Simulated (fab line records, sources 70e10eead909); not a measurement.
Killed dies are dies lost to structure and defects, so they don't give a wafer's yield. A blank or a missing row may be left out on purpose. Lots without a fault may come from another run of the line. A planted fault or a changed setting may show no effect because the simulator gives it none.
fab line records | flow nand_harc | part 1 of 2: steps 1 to 24 of 32
record lots=5 wafers=15 last_day=23
route steps=1159 shown A_CONTACT@920
lots that met no fault: from a run of the same line without faults
start_h: hours from the record's first day to the start of the lot's first wafer shown | wait_h: hours since the lot's step before | " the same as in the row above | L1.1+2: a row that stands for several wafers | - no value, or no start given | * or withheld: withheld | < > ~ a bound
route shown NAME@n: a module of which the file shows steps, and the number in the route of the first | usual: mean/standard deviation of fault-free wafers | same: alike in all rows | chamber/n: place in a boat | sites: the reading at each site | _std_site: their standard deviation | _edge_site: outer sites' mean less inner sites' | radius_mm: how far each site lies from the wafer's centre | mask NAME#n: copy n | behind: the tool/chamber that last shaped the wafer | hold: why the lot was held/for how many hours/how that ended | device: the transistor (n, p or np) that didn't switch | end of line: the same wafers' tests at the end of the route | a step without rows: its recipe alone | killed: dies lost to structure and defects at the first sort, not the wafer's yield | map: a wafer's dies, x killed, . not, _ none there
set.NAME: the setting as run; set.NAME@STEP: as run at that earlier step | model.NAME: the simulator's own value behind a step, which no gauge read
lots at some steps of the route; a table a step, a row a wafer
services: from which hour (start_h, from the record's first day; less than 0 if before it) a tool's chamber was out of use, for how many hours, and why
## steps
# step NHARC_A_CONTACT_ETCH_106
# recipe target_depth_a=600 overetch_a=60 time_s=33 ion_energy_ev=100 cf4_flow_sccm=80 o2_flow_sccm=20 ar_flow_sccm=0 rf_w=300 bias_w=100 chemistry=CF4/O2
# usual drypump_motor_current_A=5.7/0.33 oes_product_au=1.002/0.013 rf_vpp_V=197.8/1.2 showerhead_plenum_p_Torr=1.34/0.05 throttle_valve_pct=13.397/0.009
# columns lot.wafer tool chamber start_h wait_h drypump_motor_current_A oes_product_au rf_hours_counter_h rf_vpp_V showerhead_plenum_p_Torr throttle_valve_pct
L077.3 rie_diel-01 3 389.01 0.1 6.6 1.001 27 199.0 1.39 13.380
L077.4 " 0 " " 5.8 1.001 27 198.6 1.37 13.388
L077.5 " 1 " " 5.0 1.031 - 198.8 1.30 13.398
L079.1 rie_diel-13 3 394.01 0.1 5.9 0.991 26 196.7 1.35 13.396
L079.4 " 0 " " 5.6 0.983 - 197.3 1.24 13.392
L079.5 " 3 " " 5.8 0.999 - 197.8 1.35 13.400
L082.4 rie_diel-06 2 438.71 0.3 5.9 1.013 4 196.9 1.31 13.415
L082.3 " 3 " " 6.4 0.991 5 197.1 1.30 13.398
L082.6 " 2 " " 5.9 1.013 - 198.0 1.31 13.390
L087.4 rie_diel-13 2 470.92 0.1 5.9 0.997 3 196.8 1.32 13.390
L087.5 " 3 " " 5.8 1.010 - 198.3 1.34 13.390
L087.6 " 0 " " 5.7 0.990 - 199.7 1.45 13.397
L088.3 rie_diel-06 3 472.57 0.2 6.4 1.004 22 197.9 1.30 13.399
L088.5 " 0 " " 5.6 0.995 - 197.9 1.32 13.412
L088.6 " 1 " " 5.1 1.016 - 197.3 1.31 13.403
# step NHARC_A_CONTACT_STRIP_82
# recipe o2_flow_sccm=500 ar_flow_sccm=0 bias_w=0 chemistry=O2
# usual drypump_motor_current_A=5.7/0.33 oes_product_au=1.001/0.013 rf_vpp_V=57.8/0.94 showerhead_plenum_p_Torr=3.54/0.13 throttle_valve_pct=17.037/0.0086
# columns lot.wafer tool chamber start_h wait_h drypump_motor_current_A oes_product_au rf_hours_counter_h rf_vpp_V showerhead_plenum_p_Torr throttle_valve_pct
L077.3 rie_diel-01 0 - - 5.9 1.002 27 57.7 3.62 17.053
L077.4 " 3 " " 6.6 0.991 27 58.8 3.66 17.039
L077.5 " 1 " " 5.0 1.025 - 57.7 3.43 17.042
L079.1 rie_diel-13 3 - - 5.9 0.988 27 59.4 3.56 17.038
L079.5 " 2 " " 5.8 1.021 - 58.1 3.49 17.027
L079.4 " 3 " " 5.8 0.988 - 56.7 3.56 17.045
L082.3 rie_diel-06 2 - - 5.9 1.005 4 57.1 3.46 17.056
L082.4 " 3 " " 6.4 0.990 5 55.8 3.45 17.032
L082.6 " 2 " " 5.9 1.011 - 59.2 3.46 17.051
L087.4 rie_diel-13 1 - - 5.6 0.984 2 59.4 3.67 17.027
L087.5 " 2 " " 5.8 0.991 - 54.9 3.48 17.038
L087.6 " 3 " " 5.8 1.014 - 57.0 3.55 17.038
L088.3 rie_diel-06 0 - - 5.7 0.994 22 58.4 3.48 17.034
L088.6 " 3 " " 6.4 0.995 - 56.7 3.44 17.030
L088.5 " 0 " " 5.7 0.985 - 56.7 3.48 17.034
# step NHARC_A_CONTACT_STRIP_83
# recipe time_s=600 temp_c=30 chemistry=post_etch_residue_remover
# columns lot.wafer tool chamber start_h wait_h
L077.3+4+5 wet_bench-01 4,5,0 389.39 -
L079.1+4+5 wet_bench-02 7,1,3 394.52 -
L082.3+4+6 wet_bench-07 7,2,4 439.09 -
L087.5+4+6 wet_bench-07 7,0,1 471.29 -
L088.3+5+6 wet_bench-01 0,2,5 473.04 -
# step NHARC_A_CONTACT_DEP_84
# recipe target_thk_a=20000 temp_c=400 material=aC
# usual throttle_valve_pct=35.000/0.0088
# columns lot.wafer tool chamber start_h wait_h throttle_valve_pct
L077.3 acl_dep-01 0 390.09 - 35.003
L077.4 " 0 " " 35.000
L077.5 " 0 " " 34.992
L079.1 acl_dep-03 0 394.78 - 35.005
L079.4 " 0 " " 35.004
L079.5 " 0 " " 34.999
L082.3 acl_dep-03 0 439.77 - 35.002
L082.4 " 0 " " 34.995
L082.6 " 0 " " 35.001
L087.4 acl_dep-02 0 472.41 - 35.014
L087.5 " 0 " " 34.999
L087.6 " 0 " " 34.990
L088.3 acl_dep-03 0 474.97 - 35.014
L088.5 " 0 " " 34.988
L088.6 " 0 " " 35.010
# step NHARC_A_CONTACT_DEP_85
# recipe target_thk_a=500 target_thk_nm=50 temp_c=400 pressure_torr=3.5 flow_sccm=200 rf_w=350 material=SiON
# usual heater_power_w=730/83
# columns lot.wafer tool chamber start_h wait_h heater_power_w
L077.3 pecvd-03 0 390.98 0.7 628
L077.4 " 2 " " 779
L077.5 " 1 " " 752
L079.1 pecvd-01 1 396.20 1.2 699
L079.4 " 2 " " 719
L079.5 " 1 " " 693
L082.3 pecvd-03 2 440.70 0.7 804
L082.6 " 1 " " 674
L082.4 " 2 " " 829
L087.5 pecvd-04 2 473.14 0.3 805
L087.6 " 0 " " 756
L087.4 " 1 " " 625
L088.3 pecvd-04 1 475.83 0.6 560
L088.6 " 2 " " 727
L088.5 " 0 " " 803
# step NHARC_A_CONTACT_DEHYDRATE_00
# recipe temp_c=150 time_s=120
# columns lot.wafer tool chamber start_h wait_h
L077.3+4+5 litho_track-06 0 391.22 0.2
L079.1+4+5 litho_track-04 0 396.42 0.2
L082.3+4+6 litho_track-06 0 440.91 0.2
L087.4+5+6 litho_track-04 0 473.33 0.1
L088.3+5+6 litho_track-04 0 476.10 0.2
# step NHARC_A_CONTACT_HMDS_01
# recipe time_s=30
# columns lot.wafer tool chamber start_h wait_h
L077.3+4+5 litho_track-06 0 - -
L079.1+4+5 litho_track-04 0 - -
L082.3+4+6 litho_track-06 0 - -
L087.4+5+6 litho_track-04 0 - -
L088.3+5+6 litho_track-04 0 - -
# step NHARC_A_CONTACT_COAT_86
# recipe temp_c=260 time_s=75
# columns lot.wafer tool chamber start_h wait_h
L077.3+4+5 litho_track-06 0 - -
L079.1+4+5 litho_track-04 0 - -
L082.3+4+6 litho_track-06 0 - -
L087.4+5+6 litho_track-04 0 - -
L088.3+5+6 litho_track-04 0 - -
# step NHARC_A_CONTACT_COAT_87
# recipe temp_c=225 time_s=65
# columns lot.wafer tool chamber start_h wait_h
L077.3+4+5 litho_track-06 0 - -
L079.1+4+5 litho_track-04 0 - -
L082.3+4+6 litho_track-06 0 - -
L087.4+5+6 litho_track-04 0 - -
L088.3+5+6 litho_track-04 0 - -
# step NHARC_A_CONTACT_COAT_02
# recipe spin_rpm=1500 resist_thk_nm=90
# columns lot.wafer tool chamber start_h wait_h
L077.3+4+5 litho_track-06 0 - -
L079.1+4+5 litho_track-04 0 - -
L082.3+4+6 litho_track-06 0 - -
L087.4+5+6 litho_track-04 0 - -
L088.3+5+6 litho_track-04 0 - -
# step NHARC_A_CONTACT_SOFTBAKE_03
# recipe temp_c=105 time_s=55
# columns lot.wafer tool chamber start_h wait_h
L077.3+4+5 litho_track-06 0 - -
L079.1+4+5 litho_track-04 0 - -
L082.3+4+6 litho_track-06 0 - -
L087.4+5+6 litho_track-04 0 - -
L088.3+5+6 litho_track-04 0 - -
# step NHARC_A_CONTACT_EBR_04
# columns lot.wafer tool chamber start_h wait_h
L077.3+4+5 litho_track-06 0 - -
L079.1+4+5 litho_track-04 0 - -
L082.3+4+6 litho_track-06 0 - -
L087.4+5+6 litho_track-04 0 - -
L088.3+5+6 litho_track-04 0 - -
# step NHARC_A_CONTACT_EXPOSE_05
# recipe na=1.35 sigma_outer=0.8 dose_mj=84.24 mask_id=A_CC
# usual reticle_temp_C=23.02/0.1
# columns lot.wafer tool chamber start_h wait_h mask reticle_temp_C
L077.3 arfi_scanner-01 0 391.42 - A_CC#0 22.96
L077.4 " 0 " " A_CC#0 22.97
L077.5 " 0 " " A_CC#0 22.97
L079.1 arfi_scanner-01 0 396.60 - A_CC#0 22.95
L079.4 " 0 " " A_CC#0 23.12
L079.5 " 0 " " A_CC#0 22.89
L082.3 arfi_scanner-03 0 441.23 - A_CC#0 22.96
L082.4 " 0 " " A_CC#0 22.84
L082.6 " 0 " " A_CC#0 22.92
L087.4 arfi_scanner-03 0 473.65 - A_CC#0 23.02
L087.5 " 0 " " A_CC#0 23.08
L087.6 " 0 " " A_CC#0 22.95
L088.3 arfi_scanner-01 0 476.42 - A_CC#0 23.17
L088.5 " 0 " " A_CC#0 23.09
L088.6 " 0 " " A_CC#0 23.19
# step NHARC_A_CONTACT_PEB_06
# recipe peb_temp_c=100 peb_time_s=65
# same peb_time_s=65
# columns lot.wafer tool chamber start_h wait_h
L077.3+4+5 litho_track-01 0 391.47 0.0
L079.1+4+5 litho_track-06 0 396.66 0.1
L082.3+4+6 litho_track-01 0 441.28 0.0
L087.4+5+6 litho_track-01 0 473.70 0.0
L088.3+5+6 litho_track-01 0 476.48 0.0
# step NHARC_A_CONTACT_DEVELOP_07
# recipe develop_time_s=35 dev_temp_c=23
# columns lot.wafer tool chamber start_h wait_h
L077.3+4+5 litho_track-01 0 - -
L079.1+4+5 litho_track-06 0 - -
L082.3+4+6 litho_track-01 0 - -
L087.4+5+6 litho_track-01 0 - -
L088.3+5+6 litho_track-01 0 - -
# step NHARC_A_CONTACT_CD_MEAS_08
# recipe target_cd_nm=100 landing_energy_ev=500
# usual cd_nm=99.6/0.61
# columns lot.wafer tool chamber start_h wait_h cd_nm
L077.3 cd_sem-02 0 391.56 - 99.3
L077.4 " 0 " " 99.9
L077.5 " 0 " " 99.2
L079.1 cd_sem-03 0 396.74 - 99.2
L079.4 " 0 " " 100.0
L079.5 " 0 " " 99.0
L082.3 cd_sem-03 0 441.37 - 99.3
L082.4 " 0 " " 99.1
L082.6 " 0 " " 98.7
L087.4 cd_sem-02 0 473.78 - 99.1
L087.5 " 0 " " 98.6
L087.6 " 0 " " 99.4
L088.3 cd_sem-01 0 476.56 - 99.5
L088.5 " 0 " " 99.6
L088.6 " 0 " " 99.7
# step NHARC_A_CONTACT_OVL_MEAS_09
# usual overlay_x_nm=-0.4/0.91 overlay_y_nm=0.0/0.95
# columns lot.wafer tool chamber start_h wait_h overlay_x_nm overlay_y_nm
L077.3 overlay-02 - 391.65 - 0.3 -1.1
L077.4 " - " " -0.3 -0.9
L077.5 " - " " 0.5 -1.4
L079.1 overlay-02 - 396.83 - -0.2 1.6
L079.4 " - " " 0.0 0.8
L079.5 " - " " 0.1 1.8
L082.3 overlay-01 - 441.45 - 0.2 -0.3
L082.4 " - " " 0.3 -0.7
L082.6 " - " " 0.1 -0.8
L087.4 overlay-02 - 473.86 - 0.3 0.1
L087.5 " - " " -0.3 0.3
L087.6 " - " " 0.8 0.5
L088.3 overlay-02 - 476.64 - -0.5 -1.6
L088.5 " - " " -0.1 -1.4
L088.6 " - " " -0.5 -1.7
# step NHARC_A_CONTACT_INSPECT_10
# usual raw_defect_count=30/13
# columns lot.wafer tool chamber start_h wait_h raw_defect_count
L077.3 defect_inspect-01 - 391.68 0.0 21
L077.4 " - " " 26
L077.5 " - " " 15
L079.1 defect_inspect-02 - 396.87 0.0 20
L079.4 " - " " 22
L079.5 " - " " 16
L082.3 defect_inspect-01 - 441.49 0.0 32
L082.4 " - " " 21
L082.6 " - " " 35
L087.4 defect_inspect-02 - 473.90 0.0 36
L087.5 " - " " 37
L087.6 " - " " 36
L088.3 defect_inspect-01 - 476.68 0.0 35
L088.5 " - " " 30
L088.6 " - " " 27
# step NHARC_A_CONTACT_DESCUM_13
# recipe time_s=3 o2_flow_sccm=200 ar_flow_sccm=0 bias_power_w=0 chemistry=O2
# usual drypump_motor_current_A=5.7/0.34 oes_product_au=1.000/0.012 rf_vpp_V=57.8/0.79 showerhead_plenum_p_Torr=1.91/0.074 throttle_valve_pct=11.313/0.0092
# columns lot.wafer tool chamber start_h wait_h drypump_motor_current_A oes_product_au rf_hours_counter_h rf_vpp_V showerhead_plenum_p_Torr throttle_valve_pct
L077.3 rie_diel-13 3 391.75 0.1 5.8 0.991 26 59.4 1.93 11.306
L077.4 " 3 " " 5.8 0.998 - 57.5 1.93 11.310
L077.5 " 0 " " 5.7 0.992 - 58.1 1.77 11.316
L079.1 rie_diel-13 0 396.97 0.1 5.6 0.983 26 57.9 1.77 11.292
L079.5 " 3 " " 5.9 0.994 - 56.8 1.93 11.311
L079.4 " 0 " " 5.7 0.992 - 59.0 1.77 11.310
L082.4 rie_diel-13 0 441.56 0.1 5.6 1.003 36 57.6 1.77 11.305
L082.3 " 1 " " 5.5 0.991 31 57.8 2.00 11.306
L082.6 " 3 " " 5.8 1.005 - 57.6 1.93 11.334
L087.4 rie_diel-13 0 473.97 0.1 5.7 1.000 2 57.6 2.08 11.311
L087.6 " 3 " " 5.9 1.008 - 58.4 1.93 11.321
L087.5 " 0 " " 5.7 1.002 - 57.0 2.08 11.309
L088.3 rie_diel-06 0 476.76 0.1 5.6 0.992 24 58.4 1.88 11.311
L088.5 " 2 " " 5.9 1.010 - 57.6 1.87 11.324
L088.6 " 3 " " 6.4 0.998 - 57.8 1.86 11.292
# step NHARC_A_CONTACT_ETCH_88
# recipe target_depth_a=390 over_etch_frac=0.3 time_s=65 ion_energy_ev=80 cf4_flow_sccm=150 ar_flow_sccm=0 rf_w=300 bias_w=100 chemistry=CF4
# usual drypump_motor_current_A=5.8/0.34 oes_product_au=1.000/0.012 rf_vpp_V=151.4/1.1 showerhead_plenum_p_Torr=1.77/0.063 throttle_valve_pct=13.282/0.0094
# columns lot.wafer tool chamber start_h wait_h drypump_motor_current_A oes_product_au rf_hours_counter_h rf_vpp_V showerhead_plenum_p_Torr throttle_valve_pct
L077.3 rie_diel-13 0 391.84 0.1 5.7 0.997 25 150.2 1.64 13.293
L077.5 " 0 " " 5.7 0.990 - 149.4 1.64 13.272
L077.4 " 3 " " 5.9 0.990 - 151.0 1.78 13.287
L079.1 rie_diel-13 2 397.08 0.1 5.9 1.015 26 151.1 1.75 13.265
L079.5 " 2 " " 5.9 1.011 - 150.5 1.75 13.279
L079.4 " 3 " " 5.9 0.994 - 152.3 1.78 13.295
L082.3 rie_diel-13 1 441.63 0.1 5.6 0.985 31 151.9 1.84 13.275
L082.4 " 3 " " 5.8 1.006 36 150.9 1.78 13.304
L082.6 " 2 " " 5.8 1.011 - 151.7 1.75 13.275
L087.4 rie_diel-13 2 474.04 0.1 5.8 0.995 3 152.0 1.75 13.299
L087.5 " 2 " " 5.8 1.000 - 152.8 1.75 13.269
L087.6 " 3 " " 5.8 1.018 - 151.6 1.78 13.281
L088.3 rie_diel-06 1 476.84 0.1 5.1 1.013 19 151.6 1.73 13.269
L088.5 " 2 " " 5.9 1.013 - 148.9 1.73 13.289
L088.6 " 3 " " 6.4 0.990 - 150.9 1.72 13.284
# step NHARC_A_CONTACT_ETCH_89
# recipe target_depth_a=2600 over_etch_frac=0.3 time_s=475.3 ion_energy_ev=200 n2_flow_sccm=150 h2_flow_sccm=150 ar_flow_sccm=0 rf_w=400 bias_w=150 chemistry=N2/H2
# usual drypump_motor_current_A=5.8/0.34 oes_product_au=1.000/0.012 rf_vpp_V=430.4/2.4 showerhead_plenum_p_Torr=2.04/0.082 throttle_valve_pct=14.171/0.0087
# columns lot.wafer tool chamber start_h wait_h drypump_motor_current_A oes_product_au rf_hours_counter_h rf_vpp_V showerhead_plenum_p_Torr throttle_valve_pct
L077.3 rie_diel-13 3 - - 5.8 0.995 26 430.5 2.06 14.179
L077.4 " 3 " " 5.9 1.001 - 431.5 2.06 14.173
L077.5 " 2 " " 5.8 1.019 - 429.2 2.01 14.167
L079.1 rie_diel-13 2 - - 5.8 1.015 27 430.1 2.01 14.164
L079.4 " 0 " " 5.7 0.984 - 425.6 1.88 14.167
L079.5 " 2 " " 5.8 1.021 - 430.1 2.01 14.191
L082.4 rie_diel-13 0 - - 5.7 0.994 36 426.7 1.88 14.174
L082.3 " 1 " " 5.5 0.979 31 434.4 2.13 14.174
L082.6 " 3 " " 5.9 1.000 - 431.5 2.05 14.176
L087.4 rie_diel-13 3 - - 5.9 1.014 3 431.5 2.05 14.173
L087.6 " 3 " " 5.9 1.015 - 431.7 2.05 14.190
L087.5 " 0 " " 5.7 0.997 - 435.4 2.22 14.181
L088.3 rie_diel-06 0 - - 5.6 0.998 24 430.0 2.01 14.168
L088.6 " 3 " " 6.4 1.001 - 427.4 1.98 14.178
L088.5 " 0 " " 5.7 0.986 - 429.8 2.01 14.157
# step NHARC_A_CONTACT_ETCH_30
# recipe target_depth_a=605 time_s=30.2 cf4_flow_sccm=100 chf3_flow_sccm=30 ar_flow_sccm=0 rf_w=500 bias_w=200 chemistry=CF4/CHF3
# usual drypump_motor_current_A=5.7/0.33 oes_product_au=0.932/0.021 rf_vpp_V=370.5/2.2 showerhead_plenum_p_Torr=1.57/0.059 throttle_valve_pct=16.803/0.0099
# columns lot.wafer tool chamber start_h wait_h drypump_motor_current_A oes_product_au rf_hours_counter_h rf_vpp_V showerhead_plenum_p_Torr throttle_valve_pct
L077.3 rie_diel-13 3 - - 5.8 0.924 26 370.9 1.59 16.817
L077.4 " 0 " " 5.7 0.919 - 367.7 1.46 16.812
L077.5 " 3 " " 5.8 0.916 - 370.6 1.59 16.795
L079.1 rie_diel-13 0 - - 5.6 0.913 27 367.0 1.46 16.805
L079.4 " 3 " " 5.8 0.916 27 371.6 1.59 16.789
L079.5 " 0 " " 5.6 0.923 - 366.0 1.46 16.806
L082.4 rie_diel-13 1 - - 5.5 0.963 31 374.0 1.64 16.809
L082.3 " 2 " " 5.8 0.993 36 370.5 1.55 16.801
L082.6 " 0 " " 5.7 0.965 - 366.2 1.46 16.820
L087.4 rie_diel-13 1 - - 5.5 0.906 3 372.7 1.64 16.813
L087.6 " 1 " " 5.5 0.912 - 372.4 1.64 16.804
L087.5 " 2 " " 5.8 0.924 - 370.0 1.55 16.804
L088.3 rie_diel-06 0 - - 5.6 0.928 24 370.0 1.55 16.809
L088.6 " 2 " " 5.9 0.938 - 370.4 1.54 16.799
L088.5 " 3 " " 6.4 0.922 - 369.5 1.53 16.806
# step NHARC_A_CONTACT_ETCH_31
# recipe target_depth_a=20000 over_etch_frac=0.3 time_s=520 ion_energy_ev=150 o2_flow_sccm=400 cos_flow_sccm=20 ar_flow_sccm=0 rf_w=500 bias_w=300 chemistry=O2/COS
# usual drypump_motor_current_A=5.7/0.34 oes_product_au=1.001/0.012 rf_vpp_V=314.0/1.8 showerhead_plenum_p_Torr=3.12/0.11 throttle_valve_pct=28.331/0.0095
# columns lot.wafer tool chamber start_h wait_h drypump_motor_current_A oes_product_au rf_hours_counter_h rf_vpp_V showerhead_plenum_p_Torr throttle_valve_pct
L077.3 rie_diel-13 0 - - 5.7 0.989 26 311.7 2.90 28.326
L077.5 " 0 " " 5.7 0.998 - 311.0 2.90 28.326
L077.4 " 2 " " 5.8 1.018 - 313.9 3.09 28.323
L079.1 rie_diel-13 0 - - 5.7 1.001 27 311.3 2.90 28.321
L079.4 " 2 " " 5.8 1.016 27 313.2 3.09 28.332
L079.5 " 0 " " 5.7 0.994 - 310.4 2.90 28.317
L082.3 rie_diel-13 1 - - 5.6 0.986 31 316.1 3.25 28.331
L082.4 " 3 " " 5.9 1.000 37 316.1 3.14 28.330
L082.6 " 2 " " 5.8 1.024 - 314.1 3.08 28.329
L087.4 rie_diel-13 2 - - 5.9 0.991 4 313.3 3.08 28.335
L087.6 " 3 " " 5.9 1.010 - 314.7 3.14 28.319
L087.5 " 0 " " 5.7 1.002 - 319.6 3.37 28.331
L088.3 rie_diel-06 2 - - 5.9 0.998 20 312.8 3.06 28.340
L088.6 " 2 " " 5.9 0.999 - 313.1 3.06 28.345
L088.5 " 3 " " 6.4 0.993 - 313.2 3.04 28.320
# step NHARC_A_CONTACT_ETCH_134
# recipe source_w=withheld pressure_mtorr=20 bias_v=withheld time_s=140 target_depth_a=7000 ar_flow_sccm=withheld c4f8_flow_sccm=withheld o2_flow_sccm=withheld chemistry=C4F8/O2/Ar
# columns lot.wafer tool chamber start_h wait_h rf_hours_counter_h
L077.3 har_cap_etch-03 1 392.99 - -
L077.4 " 0 " " -
L077.5 " 0 " " -
L079.1 har_cap_etch-01 0 398.47 - 58
L079.4 " 1 " " -
L079.5 " 0 " " -
L082.3 har_cap_etch-02 0 442.63 - -
L082.4 " 1 " " -
L082.6 " 0 " " -
L087.4 har_cap_etch-03 1 475.01 - -
L087.6 " 1 " " -
L087.5 " 0 " " -
L088.3 har_cap_etch-03 1 477.83 - -
L088.5 " 0 " " -
L088.6 " 1 " " -
